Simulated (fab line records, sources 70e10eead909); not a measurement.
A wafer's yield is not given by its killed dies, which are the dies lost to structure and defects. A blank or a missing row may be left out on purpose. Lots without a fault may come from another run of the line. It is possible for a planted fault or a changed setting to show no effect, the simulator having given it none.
fab line records	flow nandHarc
[record] lots = 13	wafers = 37	lastDay = 24
route steps=1159 shown P_GATE@142 END@1159
lots that met no fault: from a run of the same line without faults
startH: hours from the record's opening day to when the first of the lot's shown wafers began	waitH: hours since the lot's step before	" unchanged from the row above	L1.1+2: several wafers, shown together as one row	- no value, or no start given	* or withheld: withheld	< > ~ a bound
route shown NAME@n: NAME is a module with steps in the file, n the number in the route of the first one	usual: mean/standard deviation taken from wafers without a fault	same: alike in all rows	chamber/n: place in a boat	sites: the reading at each site	_std_site: standard deviation across them	_edge_site: inner sites' mean taken away from outer sites' mean	radiusMm: how far each site lies from the wafer's centre	mask NAME#n: copy n	behind: the tool/chamber that last shaped the wafer	hold: reason for holding the lot/hours on hold/outcome of the hold	device: the n, p or np transistor that did not switch	end of line: the tests these same wafers got at the end of their route	where a step has no rows: the recipe by itself	killed: count of dies lost to structure and defects at first sort (not the wafer's yield)	map: the dies of a wafer, with x for killed, . for not killed, _ for no die there
set.NAME: the setting as run; set.NAME@STEP: as run at that earlier step	model.NAME: the simulator's own value behind a step, which no gauge read
the route's steps for a sample of lots (tables are steps, rows are wafers)
services: from which hour (startH, from the record's first day; less than 0 if before it) a tool's chamber was out of use, for how many hours, and why
[[steps]]
[step NHARC_P_GATE_OVL_MEAS_27]
[usual] overlayXNm = 0.0/0.74	overlayYNm = 0.2/0.94
lot.wafer	tool	chamber	startH	waitH	overlayXNm	overlayYNm
L867.2	overlay-01	-	88.04	-	0.6	-0.4
L867.4	"	-	"	"	0.3	-0.5
L867.5	"	-	"	"	0.2	-0.6
L869.2	overlay-02	-	97.26	-	-0.5	-0.1
L869.4	"	-	"	"	-0.7	-0.5
L869.5	"	-	"	"	-0.7	-0.6
L868.3	overlay-01	-	97.42	-	1.4	1.2
L868.4	"	-	"	"	0.3	1.3
L868.6	"	-	"	"	0.9	1.3
L870.1	overlay-02	-	108.63	-	-0.1	0.7
L870.2	"	-	"	"	0.2	-0.1
L870.4	"	-	"	"	-0.1	-0.1
L871.3	overlay-02	-	109.14	-	0.5	0.1
L871.4	"	-	"	"	0.9	0.4
L871.5	"	-	"	"	1.3	0.0
L875.5	overlay-02	-	150.65	-	0.0	1.5
L880.2	overlay-01	-	174.36	-	0.1	-1.0
L880.5	"	-	"	"	-0.5	-0.9
L880.6	"	-	"	"	-0.2	-0.6
L885.1	overlay-01	-	196.46	-	-0.8	0.2
L885.3	"	-	"	"	-1.0	0.0
L885.5	"	-	"	"	-1.0	0.1
L886.1	overlay-02	-	200.90	-	0.8	0.3
L886.2	"	-	"	"	0.8	0.5
L886.6	"	-	"	"	1.1	0.7
L887.1	overlay-01	-	210.63	-	-0.2	0.7
L887.5	"	-	"	"	-0.2	0.2
L887.6	"	-	"	"	0.2	0.0
L889.2	overlay-01	-	216.35	-	-0.6	1.6
L889.4	"	-	"	"	-1.0	2.2
L889.6	"	-	"	"	-0.9	2.1
L888.1	overlay-02	-	216.52	-	-0.3	0.8
L888.4	"	-	"	"	-0.2	0.3
L888.5	"	-	"	"	-0.5	0.6
L890.1	overlay-02	-	222.21	-	-0.4	-1.0
L890.2	"	-	"	"	-0.7	-1.4
L890.4	"	-	"	"	-0.8	-1.2
[step NHARC_P_GATE_STRIP_108]
[recipe] o2FlowSccm = 500	arFlowSccm = 0	biasW = 0	chemistry = O2
[usual] drypumpMotorCurrentA = 5.9/0.47	oesProductAu = 1.004/0.0066	rfVppV = 57.7/0.86	showerheadPlenumPTorr = 3.50/0.13	throttleValvePct = 17.037/0.0089
lot.wafer	tool	chamber	startH	waitH	drypumpMotorCurrentA	oesProductAu	rfHoursCounterH	rfVppV	showerheadPlenumPTorr	throttleValvePct
L867.4	rieDiel-08	0	88.82	-	6.0	1.008	45	57.2	3.68	17.043
L867.2	"	1	"	"	5.8	1.004	52	58.2	3.56	17.043
L867.5	"	3	"	"	4.9	1.009	-	56.8	3.38	17.049
L869.2	rieDiel-03	0	98.27	-	6.0	1.002	9	57.5	3.52	17.056
L869.4	"	1	"	"	5.7	1.000	8	59.6	3.71	17.045
L869.5	"	0	"	"	6.0	1.003	-	57.4	3.52	17.037
L868.3	rieDiel-03	2	98.34	-	6.2	1.002	9	57.4	3.34	17.037
L868.4	"	1	"	"	5.7	1.005	8	57.9	3.71	17.036
L868.6	"	2	"	"	6.2	0.999	-	57.8	3.34	17.030
L870.4	rieDiel-08	1	109.92	-	5.8	0.999	61	56.8	3.55	17.043
L870.2	"	2	"	"	5.7	1.004	57	56.3	3.34	17.043
L870.1	"	3	"	"	4.9	1.015	49	57.3	3.38	17.031
L871.3	rieDiel-03	2	110.35	-	6.1	1.007	12	57.7	3.33	17.037
L871.4	"	3	"	"	6.6	1.003	12	58.9	3.51	17.037
L871.5	"	3	"	"	6.6	1.016	-	57.5	3.51	17.025
L875.5	rieDiel-08	0	151.45	-	6.0	1.004	-	57.9	3.67	17.032
L880.2	rieDiel-03	3	175.13	-	6.6	0.998	23	58.2	3.51	17.033
L880.6	"	0	"	"	6.0	1.015	-	58.9	3.52	17.029
L880.5	"	1	"	"	5.7	0.995	-	57.4	3.70	17.036
L885.3	rieDiel-03	3	197.36	-	6.6	1.000	28	57.1	3.50	17.032
L885.1	"	0	"	"	6.0	0.994	27	58.2	3.51	17.039
L885.5	"	3	"	"	6.6	1.002	-	56.2	3.50	17.036
L886.2	rieDiel-12	0	202.48	-	6.2	1.008	62	59.0	3.71	17.043
L886.1	"	1	"	"	6.0	1.003	61	58.6	3.50	17.017
L886.6	"	0	"	"	6.2	1.012	-	56.4	3.71	17.036
L887.1	rieDiel-03	3	211.40	-	6.6	1.004	31	59.0	3.50	17.047
L887.5	"	2	"	"	6.2	0.997	-	57.6	3.32	17.041
L887.6	"	3	"	"	6.6	1.006	-	59.2	3.50	17.015
L888.1	rieDiel-12	3	217.25	-	5.7	1.002	1	57.0	3.54	17.041
L888.4	"	1	"	"	6.0	0.999	1	58.2	3.50	17.047
L888.5	"	3	"	"	5.7	1.010	-	58.0	3.54	17.024
L889.4	rieDiel-08	0	217.35	-	6.0	1.012	29	57.4	3.66	17.037
L889.2	"	1	"	"	5.8	1.003	29	57.0	3.54	17.042
L889.6	"	3	"	"	4.8	1.002	-	56.2	3.36	17.032
L890.1	rieDiel-08	2	223.18	-	5.7	1.027	30	58.4	3.32	17.045
L890.2	"	3	"	"	4.9	1.016	30	57.5	3.36	17.049
L890.4	"	0	"	"	6.0	1.007	31	59.0	3.66	17.035
[step NHARC_P_GATE_ALD_36]
[recipe] targetThkA = 200	pulseTimeS = 60	aldCycles = 223	tempC = 400	material = SiNx
[usual] aldCycles = 223/0	heaterPowerW = 808/71	precursorPulseHeightRel = 0.996/0.02	susceptorTempC = 400.03/0.24
lot.wafer	tool	chamber	startH	waitH	aldCycles	heaterPowerW	precursorPulseHeightRel	susceptorTempC
L867.4	aldSin-04	2	91.60	-	223	836	1.012	399.94
L867.2	"	3	92.68	-	223	805	1.010	400.25
L867.5	"	0	93.76	-	223	775	0.940	400.21
L868.4	aldSin-04	2	100.04	-	160	842	1.014	399.73
L868.3	"	3	101.10	-	223	811	1.007	400.04
L868.6	"	2	104.27	-	223	824	0.966	399.60
L869.2	aldSin-03	0	101.04	-	223	954	1.006	399.47
L869.4	"	1	103.20	-	223	804	1.017	400.28
L869.5	"	1	107.52	-	223	807	0.973	400.35
L870.1	aldSin-01	1	110.58	-	223	847	1.016	399.78
L870.2	"	3	112.69	-	223	728	0.993	399.85
L870.4	"	0	113.74	-	223	718	0.995	400.17
L871.4	aldSin-04	2	112.05	-	160	828	1.013	400.04
L871.3	"	0	114.14	-	223	770	0.959	400.01
L871.5	"	2	116.23	-	223	846	0.993	399.75
L875.5	aldSin-04	3	157.20	-	223	823	0.968	-
L880.2	aldSin-03	0	175.71	-	223	891	1.007	400.29
L880.5	"	0	179.96	-	223	908	0.998	399.90
L880.6	"	1	181.02	-	223	837	1.024	400.38
L885.3	aldSin-03	0	198.00	-	223	909	0.984	400.22
L885.1	"	3	201.20	-	223	887	0.989	399.89
L885.5	"	1	203.33	-	223	849	0.996	400.20
L886.1	aldSin-01	0	205.30	-	223	700	1.000	399.75
L886.2	"	1	206.37	-	223	849	1.001	399.55
L886.6	"	3	208.52	-	223	715	1.022	399.99
L887.1	aldSin-03	3	212.02	-	223	911	1.011	-
L887.6	"	3	216.18	-	223	923	0.994	-
L887.5	"	0	217.22	-	223	901	0.985	-
L888.4	aldSin-04	3	217.87	-	223	806	0.984	399.58
L888.1	"	1	220.01	-	223	838	0.990	400.22
L888.5	"	0	223.22	-	223	761	1.005	400.26
L889.2	aldSin-01	2	217.97	-	223	697	0.973	399.97
L889.6	"	2	222.10	-	223	678	0.966	399.94
L889.4	"	0	224.86	-	223	681	0.994	400.01
L890.4	aldSin-03	1	223.81	-	223	839	0.993	399.94
L890.1	"	2	224.86	-	223	768	0.991	400.04
L890.2	"	3	225.92	-	223	900	1.017	399.63
[step NHARC_P_GATE_CD_MEAS_46]
[recipe] targetCdNm = 720	landingEnergyEv = 500
[usual] cdNm = 719.8/1.8
lot.wafer	tool	chamber	startH	waitH	cdNm
L867.2	cdSem-03	0	100.14	-	718.5
L867.4	"	0	"	"	718.4
L867.5	"	0	"	"	721.3
L868.3	cdSem-01	0	109.51	-	719.4
L868.4	"	0	"	"	719.2
L868.6	"	0	"	"	718.6
L869.2	cdSem-01	0	116.03	-	721.2
L869.4	"	0	"	"	719.2
L869.5	"	0	"	"	722.9
L871.3	cdSem-02	0	121.44	-	717.7
L871.4	"	0	"	"	720.0
L871.5	"	0	"	"	721.1
L870.1	cdSem-01	0	121.61	-	721.1
L870.2	"	0	"	"	722.0
L870.4	"	0	"	"	722.2
L875.5	cdSem-01	0	162.46	-	719.2
L880.2	cdSem-02	0	186.28	-	719.6
L880.5	"	0	"	"	723.0
L880.6	"	0	"	"	720.9
L885.1	cdSem-02	0	208.60	-	723.3
L885.3	"	0	"	"	719.0
L885.5	"	0	"	"	720.6
L886.1	cdSem-03	0	213.78	-	719.1
L886.2	"	0	"	"	719.9
L886.6	"	0	"	"	720.7
L887.1	cdSem-03	0	222.32	-	717.9
L887.5	"	0	"	"	718.5
L887.6	"	0	"	"	719.7
L888.1	cdSem-01	0	228.55	-	716.8
L888.4	"	0	"	"	718.3
L888.5	"	0	"	"	718.6
L889.2	cdSem-03	0	230.43	-	719.4
L889.4	"	0	"	"	718.7
L889.6	"	0	"	"	718.4
L890.1	cdSem-01	0	234.32	-	719.1
L890.2	"	0	"	"	719.5
L890.4	"	0	"	"	719.9
[step NHARC_END_SORT_01]
[recipe] tempC = 25
[usual] killedAtArray = 27/11	killedAtOther = 0.8/1.4	killedAtPeriphery = 3.3/2	killedDies = 31/11	killedOpen = 3.4/1.8	killedShort = 2.1/1.3
[same] grossDies = 677
lot.wafer	tool	chamber	startH	waitH	killedAtArray	killedAtOther	killedAtPeriphery	killedDies	killedOpen	killedShort
L867.2	prober-01	0	454.37	2.8	20	0	6	26	4	3
L867.4	prober-01	0	455.97	3.4	27	0	2	29	3	2
L867.5	prober-01	0	456.78	3.7	28	0	2	30	3	1
L868.3	prober-01	0	462.97	3.1	28	1	2	31	2	5
L868.4	prober-01	0	463.76	3.4	29	1	3	33	4	2
L868.6	prober-01	0	465.35	4.0	24	2	1	27	4	1
L869.2	prober-02	0	463.36	2.8	24	1	0	25	3	1
L869.4	prober-02	0	464.96	3.4	25	0	5	30	3	3
L869.5	prober-02	0	465.76	3.7	20	1	3	24	3	1
L870.1	prober-02	0	470.40	2.5	18	0	5	23	4	5
L870.2	prober-02	0	471.21	2.8	22	0	1	23	5	4
L870.4	prober-02	0	472.84	3.5	20	0	6	26	7	3
L871.3	prober-01	0	470.73	3.1	24	1	5	30	3	2
L871.4	prober-01	0	471.52	3.4	15	0	3	18	3	1
L871.5	prober-01	0	472.31	3.7	18	2	6	26	3	3
L880.2	prober-02	0	521.00	2.8	14	1	4	19	3	5
L880.5	prober-02	0	523.42	3.7	20	0	0	20	3	3
L880.6	prober-02	0	524.23	4.0	15	0	4	19	6	4
L885.1	prober-02	0	547.43	2.5	19	0	5	24	1	2
L885.3	prober-02	0	549.03	3.1	31	1	8	40	7	4
L885.5	prober-02	0	550.62	3.7	36	0	7	43	1	3
L886.1	prober-02	0	560.12	2.5	34	3	1	38	5	2
L886.2	prober-02	0	560.93	2.8	39	1	3	43	6	4
L886.6	prober-02	0	564.17	4.0	40	1	4	45	8	1
L887.1	prober-01	0	560.19	2.6	39	0	3	42	1	1
L887.5	prober-01	0	563.38	3.7	40	1	3	44	2	3
L887.6	prober-01	0	564.17	4.0	42	0	3	45	3	0
L888.1	prober-02	0	567.99	2.5	32	0	4	36	5	2
L888.4	prober-02	0	570.44	3.4	25	1	4	30	2	3
L888.5	prober-02	0	571.25	3.8	38	1	2	41	5	1
L889.2	prober-01	0	568.83	2.8	48	0	4	52	4	3
L889.4	prober-01	0	570.44	3.4	45	0	4	49	7	2
L889.6	prober-01	0	572.05	4.0	55	1	5	61	4	7
L890.1	prober-01	0	575.88	2.5	15	0	6	21	2	1
L890.2	prober-01	0	576.68	2.8	14	0	2	16	3	0
L890.4	prober-01	0	578.29	3.4	13	1	2	16	6	1
// killed by level:class
L867.2 A_CHANNEL_HOLE_D1:chamberFilmFlake=12 A_SLIT:chamberFilmFlake=4 P_M2:chamberFilmFlake=2 P_GATE:geometricParticle:short=1 P_GATE:geometricParticle:open=1 P_CONTACT:geometricParticle:open=1 P_M1:geometricParticle:open=1 A_ONON_D1:geometricParticle:short=1
L867.4 A_CHANNEL_HOLE_D1:chamberFilmFlake=11 A_STAIRCASE:chamberFilmFlake=4 A_SLIT:chamberFilmFlake=4 A_CONTACT:chamberFilmFlake=3 P_M2:chamberFilmFlake=2 A_CHANNEL_FILL_D1:geometricParticle:open=1 A_STAIRCASE:geometricParticle:short=1 A_SGD_CUT:geometricParticle:open=1
L867.5 A_CHANNEL_HOLE_D1:chamberFilmFlake=11 A_STAIRCASE:chamberFilmFlake=6 A_SLIT:chamberFilmFlake=6 P_M0:geometricParticle:open=1 A_ONON_D1:geometricParticle:open=1 A_CHANNEL_FILL_D1:geometricParticle:short=1 A_M0:geometricParticle:open=1 P_STI:chamberFilmFlake=1
L868.3 A_CHANNEL_HOLE_D1:chamberFilmFlake=15 A_ZERO_WELL:chamberFilmFlake=2 A_STAIRCASE:chamberFilmFlake=2 A_WL_FILL:chamberFilmFlake=2 P_M1:geometricParticle:open=1 P_M1:geometricParticle:short=1 A_SOURCE_PLATE:geometricParticle:short=1 A_SOURCE_PLATE:geometricParticle:open=1
L869.2 A_CHANNEL_HOLE_D1:chamberFilmFlake=10 A_STAIRCASE:chamberFilmFlake=6 A_CONTACT:geometricParticle:open=2 A_ZERO_WELL:chamberFilmFlake=2 A_CHANNEL_FILL_D1:geometricParticle:open=1 A_WL_FILL:geometricParticle:short=1 A_SLIT:chamberFilmFlake=1 A_CONTACT:chamberFilmFlake=1
L868.4 A_CHANNEL_HOLE_D1:chamberFilmFlake=15 A_STAIRCASE:chamberFilmFlake=3 A_ZERO_WELL:chamberFilmFlake=2 A_WL_FILL:chamberFilmFlake=2 A_CONTACT:chamberFilmFlake=2 P_M1:geometricParticle:open=1 P_M2:geometricParticle:open=1 A_CHANNEL_HOLE_D1:geometricParticle:short=1
L869.4 A_CHANNEL_HOLE_D1:chamberFilmFlake=11 A_STAIRCASE:chamberFilmFlake=5 P_STI:chamberFilmFlake=2 P_GATE:chamberFilmFlake=2 A_ONON_D1:geometricParticle:open=1 A_CHANNEL_FILL_D1:geometricParticle:short=1 A_WL_FILL:geometricParticle:short=1 A_CONTACT:geometricParticle:open=1
L868.6 A_CHANNEL_HOLE_D1:chamberFilmFlake=12 A_STAIRCASE:chamberFilmFlake=3 A_ONON_D1:geometricParticle:open=2 A_SLIT:chamberFilmFlake=2 A_WL_FILL:chamberFilmFlake=2 THIN_TSV:chamberFilmFlake=2 A_CHANNEL_HOLE_D1:geometricParticle:open=1 A_CONTACT:geometricParticle:short=1
L869.5 A_CHANNEL_HOLE_D1:chamberFilmFlake=11 A_STAIRCASE:chamberFilmFlake=4 A_ZERO_WELL:chamberFilmFlake=2 P_CONTACT:geometricParticle:short=1 P_M1:geometricParticle:open=1 A_CHANNEL_FILL_D1:geometricParticle:open=1 A_SGD_CUT:geometricParticle:open=1 P_ZERO_WELL:chamberFilmFlake=1
L870.1 A_SLIT:chamberFilmFlake=7 P_ZERO_WELL:chamberFilmFlake=2 A_CONTACT:chamberFilmFlake=2 P_GATE:geometricParticle:short=1 P_M1:geometricParticle:short=1 P_M2:geometricParticle:open=1 A_SOURCE_PLATE:geometricParticle:short=1 A_ONON_D1:geometricParticle:short=1
L871.3 A_CONTACT:chamberFilmFlake=8 A_CHANNEL_FILL_D1:chamberFilmFlake=4 P_GATE:chamberFilmFlake=3 A_CHANNEL_HOLE_D1:chamberFilmFlake=3 P_STI:chamberFilmFlake=2 A_WL_FILL:chamberFilmFlake=2 A_WL_FILL:geometricParticle:open=1 A_CONTACT:geometricParticle:short=1
L870.2 A_SLIT:chamberFilmFlake=10 A_CONTACT:chamberFilmFlake=2 A_ONON_D1:geometricParticle:short=1 A_CHANNEL_FILL_D1:geometricParticle:short=1 A_SGD_CUT:geometricParticle:open=1 A_WL_FILL:geometricParticle:short=1 A_WL_FILL:geometricParticle:open=1 A_CONTACT:geometricParticle:open=1
L871.4 A_CHANNEL_HOLE_D1:chamberFilmFlake=3 A_CONTACT:chamberFilmFlake=3 A_CHANNEL_FILL_D1:geometricParticle:open=2 A_CHANNEL_FILL_D1:chamberFilmFlake=2 A_BLC:chamberFilmFlake=2 A_ONON_D1:geometricParticle:short=1 A_CONTACT:geometricParticle:open=1 P_STI:chamberFilmFlake=1
L871.5 P_GATE:chamberFilmFlake=3 A_CHANNEL_HOLE_D1:chamberFilmFlake=3 A_CONTACT:chamberFilmFlake=3 A_BLC:chamberFilmFlake=2 A_STAIRCASE:chamberFilmFlake=2 A_WL_FILL:chamberFilmFlake=2 THIN_TSV:chamberFilmFlake=2 P_STI:geometricParticle:short=1
L870.4 A_SLIT:chamberFilmFlake=6 A_ZERO_WELL:chamberFilmFlake=3 A_CHANNEL_FILL_D1:geometricParticle:short=2 A_CHANNEL_HOLE_D1:chamberFilmFlake=2 P_GATE:geometricParticle:open=1 P_CONTACT:geometricParticle:open=1 P_M0:geometricParticle:open=1 A_CHANNEL_HOLE_D1:geometricParticle:open=1
L880.2 A_CHANNEL_HOLE_D1:chamberFilmFlake=3 A_CONTACT:chamberFilmFlake=3 P_ZERO_WELL:chamberFilmFlake=2 A_CHANNEL_FILL_D1:chamberFilmFlake=2 P_STI:geometricParticle:short=1 P_GATE:geometricParticle:open=1 A_CHANNEL_FILL_D1:geometricParticle:open=1 A_CHANNEL_FILL_D1:geometricParticle:short=1
L880.5 A_CHANNEL_HOLE_D1:chamberFilmFlake=5 A_CONTACT:chamberFilmFlake=3 A_STAIRCASE:chamberFilmFlake=2 A_WL_FILL:chamberFilmFlake=2 A_ONON_D1:geometricParticle:open=1 A_CHANNEL_FILL_D1:geometricParticle:short=1 A_WL_FILL:geometricParticle:short=1 A_WL_FILL:geometricParticle:open=1
L880.6 A_CHANNEL_HOLE_D1:chamberFilmFlake=3 A_CONTACT:chamberFilmFlake=3 A_CONTACT:geometricParticle:open=2 A_M0:geometricParticle:short=2 A_CHANNEL_FILL_D1:chamberFilmFlake=2 P_STI:geometricParticle:short=1 P_GATE:geometricParticle:open=1 P_CONTACT:geometricParticle:open=1
L885.1 A_CHANNEL_HOLE_D1:chamberFilmFlake=16 A_CHANNEL_FILL_D1:geometricParticle:short=2 P_ZERO_WELL:chamberFilmFlake=2 P_GATE:chamberFilmFlake=2 P_M0:geometricParticle:open=1 A_SGD_CUT:chamberFilmFlake=1
L885.3 A_CHANNEL_HOLE_D1:chamberFilmFlake=18 P_GATE:chamberFilmFlake=5 P_CONTACT:geometricParticle:open=2 A_CHANNEL_FILL_D1:geometricParticle:open=2 A_WL_FILL:geometricParticle:short=2 A_SGD_CUT:chamberFilmFlake=2 A_CONTACT:chamberFilmFlake=2 P_M1:geometricParticle:open=1
L885.5 A_CHANNEL_HOLE_D1:chamberFilmFlake=27 P_GATE:chamberFilmFlake=5 A_CONTACT:chamberFilmFlake=3 A_SGD_CUT:chamberFilmFlake=2 P_CONTACT:geometricParticle:short=1 A_CHANNEL_FILL_D1:geometricParticle:open=1 A_WL_FILL:geometricParticle:short=1 A_CONTACT:geometricParticle:short=1
L886.1 A_SLIT:chamberFilmFlake=14 A_CONTACT:chamberFilmFlake=9 A_CHANNEL_HOLE_D1:chamberFilmFlake=5 A_M0:geometricParticle:open=2 THIN_TSV:chamberFilmFlake=2 A_SGD_CUT:geometricParticle:open=1 A_SGD_CUT:geometricParticle:short=1 A_WL_FILL:geometricParticle:open=1
L887.1 A_CHANNEL_HOLE_D1:chamberFilmFlake=16 A_SLIT:chamberFilmFlake=11 A_STAIRCASE:chamberFilmFlake=6 P_GATE:chamberFilmFlake=3 A_WL_FILL:chamberFilmFlake=2 A_CONTACT:chamberFilmFlake=2 A_CHANNEL_HOLE_D1:geometricParticle:short=1 A_SGD_CUT:geometricParticle:open=1
L886.2 A_SLIT:chamberFilmFlake=18 A_CONTACT:chamberFilmFlake=8 A_CHANNEL_HOLE_D1:chamberFilmFlake=5 A_CONTACT:geometricParticle:open=2 P_CONTACT:geometricParticle:short=1 P_M2:geometricParticle:short=1 A_ONON_D1:geometricParticle:short=1 A_CHANNEL_HOLE_D1:geometricParticle:short=1
L887.5 A_CHANNEL_HOLE_D1:chamberFilmFlake=16 A_SLIT:chamberFilmFlake=14 A_STAIRCASE:chamberFilmFlake=3 A_CONTACT:chamberFilmFlake=2 P_CONTACT:geometricParticle:short=1 A_CHANNEL_FILL_D1:geometricParticle:short=1 A_CONTACT:geometricParticle:open=1 A_M0:geometricParticle:short=1
L886.6 A_CONTACT:chamberFilmFlake=14 A_SLIT:chamberFilmFlake=13 A_CHANNEL_HOLE_D1:chamberFilmFlake=5 A_WL_FILL:geometricParticle:open=4 P_GATE:chamberFilmFlake=2 P_CONTACT:geometricParticle:open=1 P_M2:geometricParticle:open=1 A_SOURCE_PLATE:geometricParticle:open=1
L887.6 A_CHANNEL_HOLE_D1:chamberFilmFlake=20 A_SLIT:chamberFilmFlake=14 A_STAIRCASE:chamberFilmFlake=5 A_CONTACT:geometricParticle:open=3 P_GATE:chamberFilmFlake=2 P_ZERO_WELL:chamberFilmFlake=1
L888.1 A_SLIT:chamberFilmFlake=17 A_STAIRCASE:chamberFilmFlake=5 A_CHANNEL_HOLE_D1:chamberFilmFlake=4 P_GATE:chamberFilmFlake=3 P_M1:geometricParticle:short=1 A_ONON_D1:geometricParticle:short=1 A_CHANNEL_FILL_D1:geometricParticle:open=1 A_SGD_CUT:geometricParticle:open=1
L889.2 A_CHANNEL_HOLE_D1:chamberFilmFlake=16 A_SLIT:chamberFilmFlake=12 A_CONTACT:chamberFilmFlake=7 A_M1:chamberFilmFlake=5 A_STAIRCASE:chamberFilmFlake=3 P_GATE:geometricParticle:open=1 P_CONTACT:geometricParticle:open=1 A_ONON_D1:geometricParticle:short=1
L888.4 A_SLIT:chamberFilmFlake=10 A_STAIRCASE:chamberFilmFlake=6 A_CHANNEL_FILL_D1:geometricParticle:short=2 P_GATE:chamberFilmFlake=2 A_CHANNEL_HOLE_D1:chamberFilmFlake=2 A_CONTACT:chamberFilmFlake=2 P_M0:geometricParticle:open=1 A_WL_FILL:geometricParticle:short=1
L889.4 A_CHANNEL_HOLE_D1:chamberFilmFlake=20 A_SLIT:chamberFilmFlake=10 A_CONTACT:chamberFilmFlake=7 P_CONTACT:geometricParticle:open=2 A_CHANNEL_FILL_D1:geometricParticle:open=2 A_ONON_D1:geometricParticle:open=1 A_WL_FILL:geometricParticle:short=1 A_CONTACT:geometricParticle:open=1
L888.5 A_SLIT:chamberFilmFlake=21 A_CHANNEL_HOLE_D1:chamberFilmFlake=6 A_STAIRCASE:chamberFilmFlake=5 A_ONON_D1:geometricParticle:open=3 P_CONTACT:geometricParticle:open=1 A_SOURCE_PLATE:geometricParticle:open=1 A_CHANNEL_HOLE_D1:geometricParticle:short=1 P_ZERO_WELL:chamberFilmFlake=1
L889.6 A_CHANNEL_HOLE_D1:chamberFilmFlake=23 A_SLIT:chamberFilmFlake=14 A_CONTACT:chamberFilmFlake=5 A_M1:chamberFilmFlake=4 P_GATE:geometricParticle:short=2 A_STAIRCASE:chamberFilmFlake=2 P_GATE:geometricParticle:open=1 P_CONTACT:geometricParticle:short=1
L890.1 A_CHANNEL_HOLE_D1:chamberFilmFlake=9 P_ZERO_WELL:chamberFilmFlake=2 A_STAIRCASE:chamberFilmFlake=2 A_CONTACT:chamberFilmFlake=2 P_STI:geometricParticle:short=1 P_CONTACT:geometricParticle:open=1 P_M0:geometricParticle:open=1 P_STI:chamberFilmFlake=1
L890.2 A_CHANNEL_HOLE_D1:chamberFilmFlake=6 A_CONTACT:chamberFilmFlake=3 A_M1:chamberFilmFlake=2 P_CONTACT:geometricParticle:open=1 A_CHANNEL_HOLE_D1:geometricParticle:open=1 A_M0:geometricParticle:open=1 P_ZERO_WELL:chamberFilmFlake=1 A_CHANNEL_FILL_D1:chamberFilmFlake=1
L890.4 A_CHANNEL_HOLE_D1:chamberFilmFlake=6 A_CONTACT:geometricParticle:open=2 A_CONTACT:chamberFilmFlake=2 P_M0:geometricParticle:open=1 P_M2:geometricParticle:open=1 A_SGD_CUT:geometricParticle:short=1 A_M0:geometricParticle:open=1 STARTING-WAFER:geometricParticle:open=1
[[services]]
tool	chamber	startH	hours	kind
aldSin-03	1	70.35	4.2	repair
rieDiel-03	0	71.80	-	clean
rieDiel-03	1	71.80	-	clean
rieDiel-03	2	71.80	-	clean
rieDiel-03	3	71.80	-	clean
aldSin-03	3	84.38	27.3	repair
aldSin-03	-	88.60	1.3	repair
aldSin-03	2	94.85	6.0	repair
rieDiel-03	0	96.30	-	clean
rieDiel-03	1	96.30	-	clean
rieDiel-12	2	113.53	6.6	repair
rieDiel-08	-	124.80	9.0	pm
rieDiel-12	3	138.02	3.7	repair
aldSin-04	0	146.69	2.1	repair
rieDiel-03	2	167.77	5.8	repair
rieDiel-12	3	170.97	13.6	repair
rieDiel-03	-	177.99	0.4	repair
aldSin-04	0	180.92	10.1	repair
rieDiel-03	-	180.99	1.2	repair
rieDiel-12	2	200.30	15.2	repair
rieDiel-12	-	202.84	9.0	pm
aldSin-01	0	213.44	1.8	repair
rieDiel-03	-	215.30	9.0	pm
aldSin-01	1	217.30	6.5	repair
[[key]]
[firstSign] step = NHARC_P_GATE_ALD_36	reading = aldCycles	direction = down	sigmas = 99+	usual = 223	struck = 160
effect none on later readings
metAt NHARC_P_GATE_ALD_36
struckLots L868,L871
struckWafers L868.4,L871.4
testerLeftOut L868,L871
notActingAt NHARC_P_GATE_OVL_MEAS_27,NHARC_P_GATE_STRIP_108,NHARC_P_GATE_CD_MEAS_46
[fault] kind = processParameterDrift	tool = aldSin-04	chamber = -	onsetH = 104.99	steps = NHARC_P_GATE_ALD_36	channel = aldCycles	offset = -63	shape = step	endH = 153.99	scope = struckWafersOnly	stated = 223
// testerLeftOut: of these lots the tester's yield and bins aren't shown, on N5 and GAA mostly nor the transistor test; their killed dies are dies lost to structure and defects alone, not to doping, threshold or leakage, so they don't give the yield
